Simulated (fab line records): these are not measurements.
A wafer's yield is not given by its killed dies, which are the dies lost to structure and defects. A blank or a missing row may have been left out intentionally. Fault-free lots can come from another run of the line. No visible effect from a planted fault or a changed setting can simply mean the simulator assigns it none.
Struck lot and sound lot, side by side -- flow nand_harc -- 38 steps out of a route of 1302
Sound: these wafers, L874.1, L874.2, L874.3. The struck wafers were L881.1, L881.2, L881.6. At the end, the cause is stated.
For every step that has rows: the tool of each side, followed by ch and its chambers, followed by its first start. Under that, the readings that differ: sound wafers -- struck wafers -- difference of the means -- sigmas: that difference in standard deviations of wafers without a fault.
alike: readings with means less than 2 such deviations apart, plus words and numbers identical on both sides. not compared: withheld readings, readings lacking a value on some wafer, bounds such as >300 that could conceal the same value, and numbers that have no deviation in the record and whose values overlap.
A row with sigmas, a row that says differs or no value, or rows on one side alone: a step with any of these is where the two part. Numbers that don't overlap but have no deviation are shown without sigmas and don't part them. A reading missing from all wafers of one side parts the sides only when that side holds two or more wafers.

first, 10 steps without rows for these wafers: NHARC_A_CHANNEL_HOLE_D1_STRIP_41 (strips in N2/H2); NHARC_A_CHANNEL_HOLE_D1_STRIP_42 (strips in CF4/CHF3); NHARC_A_CHANNEL_HOLE_D1_STRIP_43 (strips in O2/COS); NHARC_A_CHANNEL_HOLE_D1_ETCH_44 (etches the open film in CF4/O2, target depth 140 nm, overetch 14 nm, time 77 s); NHARC_A_CHANNEL_HOLE_D1_STRIP_27 (strips in O2); NHARC_A_CHANNEL_HOLE_D1_PRECLEAN_28 (cleans in SC1); NHARC_A_CHANNEL_HOLE_D1_SRD_29; NHARC_A_CHANNEL_HOLE_D1_XSEM_31; NHARC_A_CHANNEL_FILL_D1_PRECLEAN_00 (cleans in SC1); NHARC_A_CHANNEL_FILL_D1_SRD_01.
NHARC_A_CHANNEL_FILL_D1_ALD_02: deposits SiO2, target thk 6 nm, pulse time 10 s, ald cycles 60.
  sound on ald_hk-04 ch 0,1,2, day 11 12:16; struck on ald_hk-04 ch 2,3, day 15 00:17
reading,sound,struck,difference,sigmas
ald_cycles,60 60 60,77 77 77,+17,
  alike: heater_power_w, precursor_pulse_height_rel
then, 25 steps without rows for these wafers: NHARC_A_CHANNEL_FILL_D1_ALD_03 (deposits SiNx, target thk 6 nm, pulse time 60 s, ald cycles 58); NHARC_A_CHANNEL_FILL_D1_ALD_14 (deposits SiO2, target thk 2.5 nm, pulse time 10 s, ald cycles 25); NHARC_A_CHANNEL_FILL_D1_ALD_15 (deposits SiNx, target thk 2 nm, pulse time 60 s, ald cycles 19); NHARC_A_CHANNEL_FILL_D1_ALD_16 (deposits SiO2, target thk 1.5 nm, pulse time 10 s, ald cycles 15); NHARC_A_CHANNEL_FILL_D1_ANNEAL_17 (time 1800 s); NHARC_A_CHANNEL_FILL_D1_CVD_18 (deposits poly-Si, target thk 3 nm); NHARC_A_CHANNEL_FILL_D1_ETCHBACK_19 (etches the open film in HBr/Cl2, target depth 5 nm, time 1.7 s); NHARC_A_CHANNEL_FILL_D1_ETCHBACK_20 (etches the open film in C4F8/O2/Ar, target depth 27 nm, time 13.5 s); NHARC_A_CHANNEL_FILL_D1_STRIP_28 (strips in O2, time 20 s); NHARC_A_CHANNEL_FILL_D1_PRECLEAN_21 (cleans in dHF, time 30 s); NHARC_A_CHANNEL_FILL_D1_SRD_23; NHARC_A_CHANNEL_FILL_D1_CVD_05 (deposits poly-Si, target thk 5 nm); NHARC_A_CHANNEL_FILL_D1_ANNEAL_22 (time 7200 s); NHARC_A_CHANNEL_FILL_D1_ALD_25 (deposits SiOx, target thk 60 nm, pulse time 10 s, ald cycles 600); NHARC_A_CHANNEL_FILL_D1_ETCHBACK_08 (etches the open film in C4F8, target depth 220 nm, time 110 s); NHARC_A_CHANNEL_FILL_D1_STRIP_29 (strips in O2, time 20 s); NHARC_A_CHANNEL_FILL_D1_PRECLEAN_30 (cleans in dHF, time 30 s); NHARC_A_CHANNEL_FILL_D1_SRD_31; NHARC_A_CHANNEL_FILL_D1_CVD_09 (deposits poly-Si, target thk 150 nm, time 3000 s); NHARC_A_CHANNEL_FILL_D1_CMP_10 (polishes, target thk 150 nm); NHARC_A_CHANNEL_FILL_D1_SRD_12; NHARC_A_DECK1_JOINT_ETCHBACK_07 (etches the open film in HBr, target depth 105 nm, time 26.9 s); NHARC_A_DECK1_JOINT_ETCH_25 (etches SiO2 in dHF, target depth 0.5 nm); NHARC_A_DECK1_JOINT_ETCH_19 (etches poly-Si in TMAH, target depth 3 nm); NHARC_A_DECK1_JOINT_ETCH_18 (etches SiO2 in dHF, target depth 3 nm).
-- the record jumps here: 16 days lie between the struck wafers' starts before and after (it left off in module A_DECK1_JOINT and takes up again in module END, whose first step shown is number 1301 of the route) --
NHARC_END_WLT_00:
  struck on prober-02, day 30 12:45; sound on prober-02, day 27 00:37
reading,sound,struck,difference,sigmas
VT_DECK1_MEDIAN_NEAR_BOTTOM_INNER,0.873 0.875 0.877,0.880 0.893 0.900,+0.016,+2
VT_DECK1_MIDDLE,0.886 0.885 0.883,0.904 0.906 0.908,+0.021,+3
VT_DECK1_MIDDLE_INNER,0.889 0.886 0.889,0.901 0.899 0.908,+0.015,+2
VT_DECK1_TOP,0.904 0.896 0.899,0.914 0.917 0.929,+0.020,+3
VT_DECK1_TOP_INNER,0.897 0.895 0.893,0.910 0.914 0.923,+0.021,+3
  alike: VT_DECK1_BOTTOM, VT_DECK1_BOTTOM_INNER, VT_DECK1_MEDIAN_NEAR_BOTTOM, VT_DECK2_BOTTOM, VT_DECK2_BOTTOM_INNER, VT_DECK2_MEDIAN_NEAR_BOTTOM, VT_DECK2_MEDIAN_NEAR_BOTTOM_INNER, VT_DECK2_MIDDLE, VT_DECK2_MIDDLE_INNER, VT_DECK2_TOP, VT_DECK2_TOP_INNER
NHARC_END_SORT_01:
  sound on prober-02 ch 0, day 27 03:38; struck on prober-02 ch 0, day 30 15:45
reading,sound,struck,difference,sigmas
killed_at_array,98 90 97,59 39 53,-45,-2
killed_dies,104 94 100,65 46 58,-43,-2
  alike: killed_at_other, killed_at_periphery, killed_open, killed_short

## WHERE THEY PART
Last at NHARC_END_SORT_01 as far as this record goes, first at NHARC_END_WLT_00.

WHY: what had been put in by the simulator
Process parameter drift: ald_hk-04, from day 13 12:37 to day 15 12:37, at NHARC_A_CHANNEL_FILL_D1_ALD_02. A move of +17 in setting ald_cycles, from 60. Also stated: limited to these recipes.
